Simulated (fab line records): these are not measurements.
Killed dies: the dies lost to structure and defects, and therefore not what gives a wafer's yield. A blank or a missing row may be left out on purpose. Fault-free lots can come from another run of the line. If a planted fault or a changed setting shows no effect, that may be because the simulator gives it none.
fab line records ; flow nand-harc
record: lots: 12; wafers: 36; last-day: 23
route steps=1159 shown A_WL_FILL@813 THIN_TSV@1125 END@1159
lots with no fault: from the same line, run without faults
start-h: start of the lot's first displayed wafer, in hours after the record's first day ; wait-h: time in hours since the lot's previous step ; " repeats the value in the row above ; L1.1+2: a single row standing in for several wafers ; - either no value or no given start ; * or withheld: withheld ; < > ~ a bound
route shown NAME@n: a module of which the file shows steps, and the number in the route of the first ; usual: mean/standard deviation taken from wafers without a fault ; same: alike in all rows ; chamber/n: place in a boat ; sites: each site's reading ; _std_site: the standard deviation of these ; _edge_site: inner sites' mean taken away from outer sites' mean ; radius-mm: how far each site lies from the wafer's centre ; mask NAME#n: copy n ; behind: tool/chamber where the wafer was last shaped ; hold: why the lot was held/for how many hours/how that ended ; device: the n, p or np transistor that did not switch ; end of line: the same wafers' tests at the end of the route ; for a step that has no rows: nothing shown but its recipe ; killed: dies that structure and defects cost at the first sort, which is not the same as the wafer's yield ; map: shows each die of a wafer: x if killed, . if not, _ if none is there
set.NAME: the setting as run; set.NAME@STEP: as run at that earlier step ; model.NAME: the simulator's own value behind a step, which no gauge read
the route's steps for a sample of lots (tables are steps, rows are wafers)
services: when a tool's chamber went out of use (start-h, in hours from the record's first day, below 0 if earlier), for how many hours, and the reason
== steps ==
step: NHARC_A_WL_FILL_CVD_03
recipe: target-thk-a: 400; temp-c: 300; pressure-torr: 40; wf6-flow-sccm: 40; h2-flow-sccm: 1600; ar-flow-sccm: 1560; time-s: 3302; material: W
usual: chamber-pressure-Torr: 39.99/0.093; heater-power-w: 495/16; throttle-valve-pct: 8.0/0.32
lot.wafer;tool;chamber;start-h;wait-h;chamber-pressure-Torr;heater-power-w;throttle-valve-pct
L666.1;cvd-w-01;1;340.74;0.1;39.95;516;8.1
L666.2;cvd-w-01;0;340.74;0.1;39.97;495;7.4
L666.3;cvd-w-01;1;340.74;0.1;39.88;516;8.3
L667.1;cvd-w-02;1;343.36;2.7;39.99;499;8.1
L667.3;cvd-w-02;1;343.36;2.7;39.94;515;8.2
L667.5;cvd-w-02;0;343.36;2.7;40.06;479;8.0
L668.2;cvd-w-02;1;347.53;0.1;39.92;509;8.3
L668.4;cvd-w-02;1;347.53;0.1;40.02;504;7.9
L668.6;cvd-w-02;0;349.88;2.4;39.98;471;7.8
L669.2;cvd-w-01;1;352.21;0.1;39.99;510;8.4
L669.4;cvd-w-01;0;353.62;1.5;40.01;490;8.0
L669.5;cvd-w-01;0;353.62;1.5;40.05;484;7.6
L670.2;cvd-w-02;1;365.30;3.0;40.00;494;8.2
L670.4;cvd-w-02;0;366.73;4.4;39.86;466;8.1
L670.5;cvd-w-02;1;366.73;4.4;40.03;498;8.4
L673.1;cvd-w-01;1;381.61;2.9;39.87;495;8.5
L673.3;cvd-w-01;0;383.04;4.3;39.93;474;7.8
L673.5;cvd-w-01;0;383.04;4.3;39.96;479;7.9
L674.2;cvd-w-01;1;389.73;4.1;39.92;527;8.3
L674.4;cvd-w-01;0;391.15;5.5;40.08;486;7.7
L674.5;cvd-w-01;0;391.15;5.5;40.05;487;7.6
L676.1;cvd-w-02;1;393.50;7.3;39.98;489;8.0
L676.2;cvd-w-02;0;393.50;7.3;39.99;483;7.7
L676.5;cvd-w-02;0;395.82;9.6;39.88;471;7.7
L680.1;cvd-w-02;0;397.95;0.1;40.03;467;7.9
L680.3;cvd-w-02;0;397.95;0.1;39.85;487;7.8
L680.4;cvd-w-02;1;397.95;0.1;40.05;493;7.9
L677.1;cvd-w-01;0;408.56;0.5;40.08;501;7.9
L677.3;cvd-w-01;1;408.56;0.5;40.05;516;8.7
L677.6;cvd-w-01;0;410.44;2.4;39.78;500;8.0
L681.2;cvd-w-01;1;425.88;3.2;39.90;508;8.2
L681.4;cvd-w-01;1;425.88;3.2;40.03;520;8.3
L681.5;cvd-w-01;0;428.22;5.5;40.08;479;7.7
L682.2;cvd-w-02;0;428.90;0.5;40.07;496;7.7
L682.4;cvd-w-02;1;428.90;0.5;39.95;505;8.0
L682.5;cvd-w-02;0;430.76;2.4;40.09;475;7.6
step: NHARC_THIN_TSV_ETCHBACK_48
recipe: target-depth-a: 10285; over-etch-frac: 0.3; time-s: 405.17; ion-energy-ev: 250; c4f8-flow-sccm: withheld; ar-flow-sccm: withheld; rf-w: 600; bias-w: 300; chemistry: C4F8/Ar
usual: oes-product-au: 0.95/0.035; rf-vpp-V: 548.2/2.8
lot.wafer;tool;chamber;start-h;wait-h;oes-product-au;rf-hours-counter-h;rf-vpp-V
L666.2;rie-diel-06;0;435.25;-;0.95;1;547.3
L666.3;rie-diel-06;2;435.25;-;0.95;1;545.1
L666.1;rie-diel-06;3;435.25;-;0.97;1;549.1
L667.3;rie-diel-06;2;436.32;-;1.01;1;544.2
L667.1;rie-diel-06;3;436.32;-;1.02;1;552.2
L667.5;rie-diel-06;1;436.32;-;1.01;-;542.7
L668.4;rie-diel-06;3;443.64;-;1.00;1;550.0
L668.2;rie-diel-06;2;443.64;-;1.00;1;545.0
L668.6;rie-diel-06;0;443.64;-;0.99;-;548.8
L669.4;rie-diel-05;2;446.26;-;0.93;7;551.2
L669.2;rie-diel-05;3;446.26;-;0.93;7;546.1
L669.5;rie-diel-05;0;446.26;-;0.91;-;546.6
L670.4;rie-diel-05;3;451.32;-;0.93;7;547.9
L670.2;rie-diel-05;0;451.32;-;0.92;7;547.8
L670.5;rie-diel-05;2;451.32;-;0.94;-;549.4
L673.1;rie-diel-05;3;469.01;-;0.94;8;546.8
L673.3;rie-diel-05;0;469.01;-;0.92;8;547.6
L673.5;rie-diel-05;3;469.01;-;0.94;-;546.9
L674.2;rie-diel-05;3;478.58;-;1.01;8;548.3
L674.4;rie-diel-05;2;478.58;-;1.00;9;551.5
L674.5;rie-diel-05;3;478.58;-;1.01;-;546.2
L676.2;rie-diel-05;2;486.54;-;0.93;9;549.7
L676.1;rie-diel-05;0;486.54;-;0.92;8;548.2
L676.5;rie-diel-05;1;486.54;-;0.92;-;549.7
L680.4;rie-diel-06;1;489.91;-;1.01;4;542.0
L680.3;rie-diel-06;2;489.91;-;0.99;5;546.3
L680.1;rie-diel-06;0;489.91;-;0.97;5;549.6
L677.3;rie-diel-06;2;493.31;-;0.92;6;543.6
L681.2;rie-diel-03;0;515.54;-;0.94;13;544.6
L681.4;rie-diel-03;1;515.54;-;0.93;14;550.0
L682.2;rie-diel-03;3;527.74;-;0.93;15;552.4
L682.4;rie-diel-03;0;527.74;-;0.93;15;544.5
L682.5;rie-diel-03;1;527.74;-;0.92;-;551.4
step: NHARC_THIN_TSV_DESCUM_35
recipe: time-s: 3; o2-flow-sccm: 200; ar-flow-sccm: 0; bias-power-w: 0; chemistry: O2
usual: drypump-motor-current-A: 5.7/0.36; oes-product-au: 1.003/0.011; rf-vpp-V: 57.9/0.86; showerhead-plenum-p-Torr: 1.95/0.076; throttle-valve-pct: 11.311/0.0084
lot.wafer;tool;chamber;start-h;wait-h;drypump-motor-current-A;oes-product-au;rf-hours-counter-h;rf-vpp-V;showerhead-plenum-p-Torr;throttle-valve-pct
L666.1;rie-diel-05;1;439.07;-;5.5;0.994;6;56.5;2.00;11.310
L666.3;rie-diel-05;2;439.07;-;5.2;1.013;7;57.8;2.01;11.300
L666.2;rie-diel-05;0;439.07;-;5.5;0.992;6;58.1;1.94;11.317
L667.1;rie-diel-06;2;440.35;-;5.8;0.985;1;57.9;1.87;11.323
L667.3;rie-diel-06;3;440.35;-;5.6;1.000;1;57.9;2.01;11.315
L667.5;rie-diel-06;1;440.35;-;5.9;0.984;-;57.4;1.80;11.312
L668.2;rie-diel-03;1;447.51;-;5.4;1.008;7;58.4;2.02;11.326
L668.4;rie-diel-03;3;447.51;-;5.9;0.992;6;56.4;2.05;11.297
L668.6;rie-diel-03;1;447.51;-;5.4;0.999;-;58.7;2.03;11.305
L669.2;rie-diel-05;1;449.94;-;5.5;0.989;7;58.2;2.00;11.326
L669.4;rie-diel-05;2;449.94;-;5.2;0.994;7;59.1;2.01;11.303
L669.5;rie-diel-05;0;449.94;-;5.5;0.993;-;59.2;1.94;11.304
L670.2;rie-diel-06;2;455.35;-;5.7;0.983;2;57.4;1.87;11.310
L670.4;rie-diel-06;0;455.35;-;6.5;0.980;2;56.9;1.95;11.307
L670.5;rie-diel-06;2;455.35;-;5.8;0.993;-;58.2;1.87;11.315
L673.3;rie-diel-03;2;472.83;-;5.3;1.010;8;58.8;1.95;11.324
L673.1;rie-diel-03;3;472.83;-;6.0;1.021;8;59.2;2.05;11.327
L673.5;rie-diel-03;2;472.83;-;5.3;1.019;-;57.9;1.95;11.314
L674.4;rie-diel-03;3;482.42;-;5.9;1.008;10;57.4;2.05;11.308
L674.2;rie-diel-03;0;482.42;-;5.9;1.020;9;57.9;1.86;11.311
L674.5;rie-diel-03;3;482.42;-;5.9;1.012;-;58.2;2.05;11.292
L676.1;rie-diel-03;1;490.20;-;5.4;1.008;12;58.8;2.02;11.308
L676.2;rie-diel-03;3;490.20;-;5.9;1.003;11;57.9;2.05;11.312
L676.5;rie-diel-03;2;490.20;-;5.3;0.996;-;57.1;1.95;11.307
L680.3;rie-diel-03;2;493.79;-;5.3;0.991;11;59.4;1.95;11.319
L680.1;rie-diel-03;3;493.79;-;6.0;1.007;11;58.4;2.05;11.306
L680.4;rie-diel-03;0;493.79;-;6.0;1.013;11;55.9;1.86;11.301
L677.3;rie-diel-06;1;497.16;-;5.9;1.016;5;57.7;1.80;11.323
L681.4;rie-diel-03;3;519.31;-;6.0;1.002;14;57.8;2.05;11.312
L681.2;rie-diel-03;0;519.31;-;6.0;1.019;14;58.4;1.86;11.311
L682.4;rie-diel-03;1;531.69;-;5.4;1.005;16;61.1;2.02;11.292
L682.2;rie-diel-03;3;531.69;-;6.0;1.019;15;58.5;2.05;11.306
L682.5;rie-diel-03;2;531.69;-;5.3;1.000;-;57.9;1.95;11.322
step: NHARC_THIN_TSV_STRIP_56
recipe: power-w: 1500; temp-c: 250; chemistry: O2
usual: drypump-motor-current-A: 5.41/0.1; heater-power-w: 333/14
lot.wafer;tool;chamber;start-h;wait-h;drypump-motor-current-A;heater-power-w;rf-hours-counter-h
L666.1;plasma-asher-01;1;439.81;0.1;5.43;341;54
L666.2;plasma-asher-01;0;439.81;0.1;5.57;326;54
L666.3;plasma-asher-01;1;439.81;0.1;5.43;328;-
L667.1;plasma-asher-02;1;441.06;0.1;5.40;321;22
L667.3;plasma-asher-02;0;441.06;0.1;5.28;330;-
L667.5;plasma-asher-02;0;441.06;0.1;5.29;327;-
L668.2;plasma-asher-02;1;448.29;0.2;5.45;326;24
L668.4;plasma-asher-02;1;448.29;0.2;5.39;329;-
L668.6;plasma-asher-02;0;448.29;0.2;5.29;334;-
L669.2;plasma-asher-02;0;450.40;0.1;5.29;329;25
L669.4;plasma-asher-02;1;450.40;0.1;5.42;316;-
L669.5;plasma-asher-02;1;450.40;0.1;5.43;326;-
L670.2;plasma-asher-02;0;456.48;0.7;5.28;326;30
L670.4;plasma-asher-02;0;456.48;0.7;5.26;335;-
L670.5;plasma-asher-02;1;456.48;0.7;5.44;316;-
L673.1;plasma-asher-01;0;473.31;0.1;5.54;336;3
L673.3;plasma-asher-01;1;473.31;0.1;5.42;358;-
L673.5;plasma-asher-01;1;473.31;0.1;5.43;352;-
L674.2;plasma-asher-01;1;482.89;0.1;5.41;365;6
L674.4;plasma-asher-01;0;482.89;0.1;5.58;331;-
L674.5;plasma-asher-01;0;482.89;0.1;5.55;335;-
L676.2;plasma-asher-02;0;490.69;0.1;5.27;333;41
L676.1;plasma-asher-02;1;490.69;0.1;5.38;314;41
L676.5;plasma-asher-02;0;490.69;0.1;5.28;325;-
L680.1;plasma-asher-01;0;494.31;0.1;5.56;343;10
L680.3;plasma-asher-01;1;494.31;0.1;5.42;360;-
L680.4;plasma-asher-01;0;494.31;0.1;5.57;340;-
L677.3;plasma-asher-01;1;497.73;0.2;5.44;351;-
L681.2;plasma-asher-02;1;519.78;0.1;5.41;324;50
L681.4;plasma-asher-02;1;519.78;0.1;5.42;308;-
L682.2;plasma-asher-02;1;532.54;0.5;5.42;322;54
L682.4;plasma-asher-02;0;532.54;0.5;5.30;326;-
L682.5;plasma-asher-02;0;532.54;0.5;5.29;340;-
step: NHARC_END_SORT_01
recipe: temp-c: 25
usual: killed-at-array: 26/10; killed-at-other: 0.8/1.1; killed-at-periphery: 3.3/2.6; killed-dies: 30/11; killed-open: 3.4/1.8; killed-short: 2.0/1.3
same: gross-dies: 677
lot.wafer;tool;chamber;start-h;wait-h;killed-at-array;killed-at-other;killed-at-periphery;killed-dies;killed-open;killed-short
L677.1;prober-01;0;514.63;2.5;675;1;1;677;6;3
L677.3;prober-01;0;516.23;3.1;47;0;2;49;3;2
L677.6;prober-01;0;518.63;4.0;675;0;2;677;3;3
L681.2;prober-01;0;529.87;2.8;30;2;4;36;3;3
L681.4;prober-01;0;531.49;3.4;39;2;5;46;6;2
L681.5;prober-01;0;532.29;3.7;675;0;2;677;4;3
killed by level:class
L677.1 A_WL_FILL:area-cvd=643 A_SLIT:chamber-film-flake=14 A_CHANNEL_HOLE_D1:chamber-film-flake=4 A_CONTACT:geometric-particle:open=3 A_STAIRCASE:chamber-film-flake=3 A_BLC:geometric-particle:open=2 A_CONTACT:chamber-film-flake=2 P_M2:geometric-particle:short=1
L677.3 A_SLIT:chamber-film-flake=16 A_CHANNEL_HOLE_D1:chamber-film-flake=15 A_CONTACT:chamber-film-flake=9 A_ZERO_WELL:chamber-film-flake=2 A_STAIRCASE:chamber-film-flake=2 P_CONTACT:geometric-particle:short=1 P_M0:geometric-particle:open=1 A_ONON_D1:geometric-particle:open=1
L677.6 A_WL_FILL:area-cvd=640 A_CHANNEL_HOLE_D1:chamber-film-flake=15 A_SLIT:chamber-film-flake=10 A_CONTACT:chamber-film-flake=4 A_STAIRCASE:chamber-film-flake=2 P_M0:geometric-particle:open=1 P_M1:geometric-particle:short=1 A_ONON_D1:geometric-particle:open=1
L681.2 A_SLIT:chamber-film-flake=13 A_CONTACT:chamber-film-flake=7 A_CHANNEL_HOLE_D1:chamber-film-flake=3 A_BONDPAD:chamber-film-flake=3 P_CONTACT:geometric-particle:open=2 A_ONON_D1:geometric-particle:short=2 P_M1:chamber-film-flake=2 THIN_TSV:chamber-film-flake=2
L681.4 A_SLIT:chamber-film-flake=20 A_CONTACT:chamber-film-flake=9 P_M1:chamber-film-flake=3 A_BONDPAD:chamber-film-flake=3 P_CONTACT:geometric-particle:open=2 A_ONON_D1:geometric-particle:open=2 THIN_TSV:chamber-film-flake=2 A_ONON_D1:geometric-particle:short=1
L681.5 A_WL_FILL:area-cvd=640 A_SLIT:chamber-film-flake=14 A_CONTACT:chamber-film-flake=11 A_CHANNEL_HOLE_D1:chamber-film-flake=3 P_M1:geometric-particle:open=1 A_SOURCE_PLATE:geometric-particle:short=1 A_ONON_D1:geometric-particle:open=1 A_CHANNEL_FILL_D1:geometric-particle:short=1
== services ==
tool;chamber;start-h;hours;kind
rie-diel-03;0;322.30;-;clean
rie-diel-03;1;322.30;-;clean
rie-diel-03;2;322.30;-;clean
rie-diel-03;3;322.30;-;clean
rie-diel-03;3;340.15;5.0;repair
rie-diel-05;-;340.65;9.0;pm
rie-diel-03;0;347.03;-;clean
rie-diel-03;1;347.03;-;clean
rie-diel-03;2;347.03;-;clean
rie-diel-03;0;350.90;9.0;repair
plasma-asher-02;-;357.98;4.5;repair
plasma-asher-02;-;362.52;9.0;pm
cvd-w-02;-;377.66;13.0;pm
rie-diel-03;-;392.30;9.0;pm
rie-diel-06;-;418.22;9.0;pm
rie-diel-03;2;430.71;8.0;repair
plasma-asher-01;-;453.32;9.0;pm
rie-diel-03;1;465.57;1.6;repair
cvd-w-01;-;473.54;13.0;pm
plasma-asher-02;-;480.12;0.7;repair
rie-diel-06;-;487.97;0.8;repair
cvd-w-02;0;516.70;6.0;repair
rie-diel-05;-;517.65;9.0;pm
plasma-asher-01;-;529.54;7.7;repair
== key ==
first-sign: step: NHARC_END_SORT_01; reading: killed-at-array; direction: up; sigmas: 62; usual: 26; struck: 675
effect: step: NHARC_END_SORT_01; reading: killed-dies; direction: up; sigmas: 61; usual: 30; struck: 677
more-kills-born-at: NHARC_A_WL_FILL_CVD_03@cvd-w-01: 1923
met-at NHARC_A_WL_FILL_CVD_03
struck-lots L677,L681
struck-wafers L677.1,L677.6,L681.5
later-rows-left-out L677.1,L677.6,L681.5
tester-left-out L677,L681
not-acting-at NHARC_THIN_TSV_ETCHBACK_48,NHARC_THIN_TSV_DESCUM_35,NHARC_THIN_TSV_STRIP_56
onset-between 389.73 408.56
fault: kind: process-parameter-drift; tool: cvd-w-01; chamber: 0; onset-h: 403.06; steps: NHARC_A_WL_FILL_CVD_03; channel: target-thk-a; offset: *; shape: step; end-h: 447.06; acts-in: *; stated: *
tester-left-out: of these lots the tester's yield and bins aren't shown, on N5 and GAA mostly nor the transistor test; their killed dies are dies lost to structure and defects alone, not to doping, threshold or leakage, so they don't give the yield
later-rows-left-out: the simulator's readings of these wafers behind a module that went badly wrong aren't trusted and aren't shown, but for the sort
